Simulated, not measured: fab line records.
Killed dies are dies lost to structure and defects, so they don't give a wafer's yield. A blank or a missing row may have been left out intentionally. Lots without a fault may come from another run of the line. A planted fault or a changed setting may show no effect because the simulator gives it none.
Which tool did it? -- flow nand-harc -- 72 wafers from 24 lots sampled at 6 of the route's 1302 steps

## WHAT EACH GAUGE READ, for each wafer
The record holds no reading of a measuring or inspecting step that can be judged against a usual standard deviation.

## WHICH TOOL RAN EACH LOT (tool, then ch and the chambers of the sampled wafers, then the start)
lot,NHARC_A_CONTACT_ETCH_112,NHARC_A_CONTACT_ETCH_115,NHARC_A_CONTACT_DEP_57,NHARC_A_CONTACT_DEP_58,NHARC_A_CONTACT_ETCH_127,NHARC_A_CONTACT_DEP_84
L075,"har-cap-etch-03 ch 0,1, day 21 13:22","har-cap-etch-03 ch 0,1, day 21 13:53","acl-dep-01 ch 0, day 21 19:20","pecvd-02 ch 1,2, day 21 22:37","har-cap-etch-02 ch 0,1, day 22 01:37","acl-dep-01 ch 0, day 22 04:47"
L074,"har-cap-etch-02 ch 0,1, day 21 18:52","har-cap-etch-02 ch 0,1, day 21 19:22","acl-dep-03 ch 0, day 21 22:55","pecvd-03 ch 1,2, day 22 02:11","har-cap-etch-03 ch 0,1, day 22 05:11","acl-dep-02 ch 0, day 22 08:38"
L076,"har-cap-etch-02 ch 0,1, day 22 05:32","har-cap-etch-02 ch 0,1, day 22 06:03","acl-dep-02 ch 0, day 22 11:29","pecvd-03 ch 0,2, day 22 13:41","har-cap-etch-02 ch 0,1, day 22 16:44","acl-dep-01 ch 0, day 22 21:11"
L077,"har-cap-etch-03 ch 0,1, day 22 16:19","har-cap-etch-03 ch 0,1, day 22 16:50","acl-dep-02 ch 0, day 22 20:58","pecvd-04 ch 0,2, day 23 00:13","har-cap-etch-03 ch 0,1, day 23 03:21","acl-dep-02 ch 0, day 23 10:02"
L078,"har-cap-etch-01 ch 0,1, day 22 20:35","har-cap-etch-01 ch 0,1, day 22 21:05","acl-dep-01 ch 0, day 23 01:27","pecvd-02 ch 1,2, day 23 04:08","har-cap-etch-01 ch 0,1, day 23 07:15","acl-dep-01 ch 0, day 23 12:43"
L079,"har-cap-etch-02 ch 0,1, day 23 07:34","har-cap-etch-02 ch 0,1, day 23 08:04","acl-dep-01 ch 0, day 23 14:41","pecvd-04 ch 0,1, day 23 17:28","har-cap-etch-03 ch 0,1, day 23 20:28","acl-dep-03 ch 0, day 24 00:01"
L080,"har-cap-etch-01 ch 0,1, day 23 15:49","har-cap-etch-01 ch 0,1, day 23 16:20","acl-dep-03 ch 0, day 23 21:02","pecvd-02 ch 1,2, day 23 23:47","har-cap-etch-01 ch 1, day 24 02:55","acl-dep-03 ch 0, day 24 11:14"
L081,"har-cap-etch-02 ch 0,1, day 23 21:36","har-cap-etch-02 ch 0,1, day 23 22:07","acl-dep-03 ch 0, day 24 02:06","pecvd-04 ch 0,1,2, day 24 05:25","har-cap-etch-02 ch 0,1, day 24 08:22","acl-dep-01 ch 0, day 24 14:22"
L082,"har-cap-etch-02 ch 0,1, day 25 02:29","har-cap-etch-02 ch 0,1, day 25 02:59","acl-dep-02 ch 0, day 25 06:29","pecvd-03 ch 0,2, day 25 09:41","har-cap-etch-03 ch 0,1, day 25 12:56","acl-dep-01 ch 0, day 25 16:23"
L083,"har-cap-etch-01 ch 0, day 25 08:35","har-cap-etch-01 ch 0, day 25 09:06","acl-dep-02 ch 0, day 25 13:55","pecvd-03 ch 0,2, day 25 17:10","har-cap-etch-01 ch 0,1, day 25 20:11","acl-dep-03 ch 0, day 26 00:49"
L084,"har-cap-etch-02 ch 0,1, day 25 16:53","har-cap-etch-02 ch 0,1, day 25 17:23","acl-dep-01 ch 0, day 25 22:22","pecvd-03 ch 0,1, day 26 01:02","har-cap-etch-01 ch 0,1, day 26 04:05","acl-dep-01 ch 0, day 26 07:22"
L086,"har-cap-etch-02 ch 0,1, day 26 00:06","har-cap-etch-02 ch 0,1, day 26 00:37","acl-dep-02 ch 0, day 26 05:19","pecvd-02 ch 1,2, day 26 07:59","har-cap-etch-03 ch 0,1, day 26 10:58","acl-dep-03 ch 0, day 26 14:29"
L085,"har-cap-etch-03 ch 0,1, day 26 00:17","har-cap-etch-03 ch 0,1, day 26 00:48","acl-dep-03 ch 0, day 26 05:38","pecvd-04 ch 0,1,2, day 26 08:21","har-cap-etch-01 ch 0,1, day 26 11:20","acl-dep-01 ch 0, day 26 14:52"
L088,"har-cap-etch-01 ch 0,1, day 27 06:55","har-cap-etch-01 ch 0,1, day 27 07:35","acl-dep-03 ch 0, day 27 11:59","pecvd-03 ch 1,2, day 27 15:17","har-cap-etch-02 ch 0,1, day 27 19:25","acl-dep-03 ch 0, day 27 22:35"
L087,"har-cap-etch-02 ch 0,1, day 27 07:02","har-cap-etch-02 ch 0,1, day 27 07:33","acl-dep-01 ch 0, day 27 11:10","pecvd-03 ch 0,1, day 27 14:25","har-cap-etch-03 ch 0,1, day 27 17:24","acl-dep-03 ch 0, day 27 20:50"
L089,"har-cap-etch-02 ch 0,1, day 28 17:20","har-cap-etch-02 ch 0,1, day 28 17:50","acl-dep-01 ch 0, day 28 22:16","pecvd-04 ch 0,2, day 29 01:30","har-cap-etch-03 ch 0,1, day 29 04:51","acl-dep-03 ch 0, day 29 11:19"
L090,"har-cap-etch-01 ch 0, day 28 17:35","har-cap-etch-01 ch 0, day 28 18:16","acl-dep-01 ch 0, day 29 01:27","pecvd-02 ch 1, day 29 04:39","har-cap-etch-02 ch 1, day 29 07:40","acl-dep-01 ch 0, day 29 12:43"
L091,"har-cap-etch-01 ch 0,1, day 29 07:59","har-cap-etch-01 ch 0,1, day 29 08:31","acl-dep-03 ch 0, day 29 16:25","pecvd-03 ch 0,1,2, day 29 18:07","har-cap-etch-01 ch 0,1, day 29 20:58","acl-dep-01 ch 0, day 30 01:24"
L094,"har-cap-etch-03 ch 1, day 29 12:31","har-cap-etch-03 ch 1, day 29 13:12","acl-dep-02 ch 0, day 29 19:15","pecvd-02 ch 0,2, day 29 21:59","har-cap-etch-03 ch 0, day 30 01:11","acl-dep-03 ch 0, day 30 06:38"
L092,"har-cap-etch-02 ch 0,1, day 29 13:44","har-cap-etch-02 ch 0,1, day 29 14:14","acl-dep-01 ch 0, day 29 18:50","pecvd-03 ch 0,2, day 29 22:08","har-cap-etch-02 ch 0,1, day 30 01:19","acl-dep-02 ch 0, day 30 04:21"
L093,"har-cap-etch-02 ch 0,1, day 29 19:51","har-cap-etch-02 ch 0,1, day 29 20:22","acl-dep-02 ch 0, day 30 00:55","pecvd-04 ch 1,2, day 30 03:38","har-cap-etch-02 ch 0,1, day 30 06:41","acl-dep-01 ch 0, day 30 10:05"
L096,"har-cap-etch-02 ch 1, day 30 12:46","har-cap-etch-02 ch 1, day 30 13:17","acl-dep-02 ch 0, day 30 16:47","pecvd-04 ch 1,2, day 30 20:07","har-cap-etch-01 ch 0,1, day 30 22:58","acl-dep-01 ch 0, day 31 02:35"
L097,"har-cap-etch-03 ch 0,1, day 30 13:14","har-cap-etch-03 ch 0,1, day 30 13:45","acl-dep-03 ch 0, day 30 19:41","pecvd-04 ch 1,2, day 30 22:21","har-cap-etch-03 ch 0,1, day 31 01:22","acl-dep-03 ch 0, day 31 05:30"
L095,"har-cap-etch-02 ch 0,1, day 30 17:20","har-cap-etch-02 ch 0,1, day 30 17:52","acl-dep-03 ch 0, day 31 02:04","pecvd-03 ch 1,2, day 31 05:16","har-cap-etch-01 ch 0,1, day 31 08:31","acl-dep-01 ch 0, day 31 11:32"
- NHARC_A_CONTACT_ETCH_112: etches the open film in C4F8/O2/Ar, time 190 s, target depth 1850 nm.
- NHARC_A_CONTACT_ETCH_115: etches the open film in C4F8/O2/Ar, time 190 s, target depth 1850 nm.
- NHARC_A_CONTACT_DEP_57: deposits aC, target thk 5300 nm.
- NHARC_A_CONTACT_DEP_58: deposits SiON, target thk 90 nm.
- NHARC_A_CONTACT_ETCH_127: etches the open film in C4F8/O2/Ar, time 197 s, target depth 1918 nm.
- NHARC_A_CONTACT_DEP_84: deposits aC, target thk 2800 nm.

## WHAT THE TOOLS THEMSELVES READ (means of the sampled wafers that have a number; where no wafer has one, the mark that the record gives instead)
NHARC_A_CONTACT_DEP_57. Usual: throttle-valve-pct 35.000 %, standard deviation 0.0091.
lot,tool,throttle-valve-pct (%),flag
L075,acl-dep-01,35.000,
L074,acl-dep-03,35.001,
L076,acl-dep-02,34.995,
L077,acl-dep-02,34.997,
L078,acl-dep-01,34.999,
L079,acl-dep-01,34.994,
L080,acl-dep-03,35.011,
L081,acl-dep-03,34.993,
L082,acl-dep-02,35.000,
L083,acl-dep-02,34.999,
L084,acl-dep-01,35.005,
L086,acl-dep-02,34.997,
L085,acl-dep-03,34.994,
L088,acl-dep-03,35.002,
L087,acl-dep-01,35.001,
L089,acl-dep-01,35.004,
L090,acl-dep-01,34.991,
L091,acl-dep-03,35.001,
L094,acl-dep-02,34.999,
L092,acl-dep-01,35.015,
L093,acl-dep-02,35.007,
L096,acl-dep-02,35.004,
L097,acl-dep-03,34.993,
L095,acl-dep-03,35.004,

NHARC_A_CONTACT_DEP_58. Usual: heater-power-w 717 W, standard deviation 96; rf-fwd-power-W 348.4 W, standard deviation 1.2.
lot,tool,heater-power-w (W),rf-fwd-power-W (W),flag
L075,pecvd-02,696,348.3,
L074,pecvd-03,596,348.1,
L076,pecvd-03,672,347.9,
L077,pecvd-04,701,349.5,
L078,pecvd-02,774,348.6,
L079,pecvd-04,815,346.8,
L080,pecvd-02,735,346.9,
L081,pecvd-04,769,348.1,
L082,pecvd-03,661,348.3,
L083,pecvd-03,626,348.7,
L084,pecvd-03,649,349.3,
L086,pecvd-02,751,349.1,
L085,pecvd-04,712,347.7,
L088,pecvd-03,575,348.3,
L087,pecvd-03,731,349.6,
L089,pecvd-04,716,348.6,
L090,pecvd-02,808,347.3,
L091,pecvd-03,683,348.6,
L094,pecvd-02,843,348.2,
L092,pecvd-03,706,348.5,
L093,pecvd-04,700,349.3,
L096,pecvd-04,747,348.3,
L097,pecvd-04,727,348.5,
L095,pecvd-03,643,348.2,

NHARC_A_CONTACT_DEP_84. Usual: throttle-valve-pct 35.000 %, standard deviation 0.0087.
lot,tool,throttle-valve-pct (%),flag
L075,acl-dep-01,35.003,
L074,acl-dep-02,34.996,
L076,acl-dep-01,34.997,
L077,acl-dep-02,34.999,
L078,acl-dep-01,34.996,
L079,acl-dep-03,34.995,
L080,acl-dep-03,34.999,
L081,acl-dep-01,35.000,
L082,acl-dep-01,35.002,
L083,acl-dep-03,34.993,
L084,acl-dep-01,35.001,
L086,acl-dep-03,35.005,
L085,acl-dep-01,35.002,
L088,acl-dep-03,34.994,
L087,acl-dep-03,35.001,
L089,acl-dep-03,34.996,
L090,acl-dep-01,34.997,
L091,acl-dep-01,35.007,
L094,acl-dep-03,34.992,
L092,acl-dep-02,35.000,
L093,acl-dep-01,34.994,
L096,acl-dep-01,35.002,
L097,acl-dep-03,35.004,
L095,acl-dep-01,35.003,

## THE ANSWER, worked out from the rows above alone
Rule: a lot is off if the mean of its wafers that have a number lies more than 3 standard deviations from the usual mean. Also off: a lot with no number at a reading for which 4 or more lots have one. All remaining lots with rows at the step are treated as sound. First the gauges in route order, then the tools' own readings, where a lot's mean is used as printed above. At the first step where some lot is off, the reading lying furthest off is the one used; lots without a number count as furthest.
None of the lots is off at any reading shown; this tells nothing.

## WHAT THE SIMULATOR HAD INSERTED
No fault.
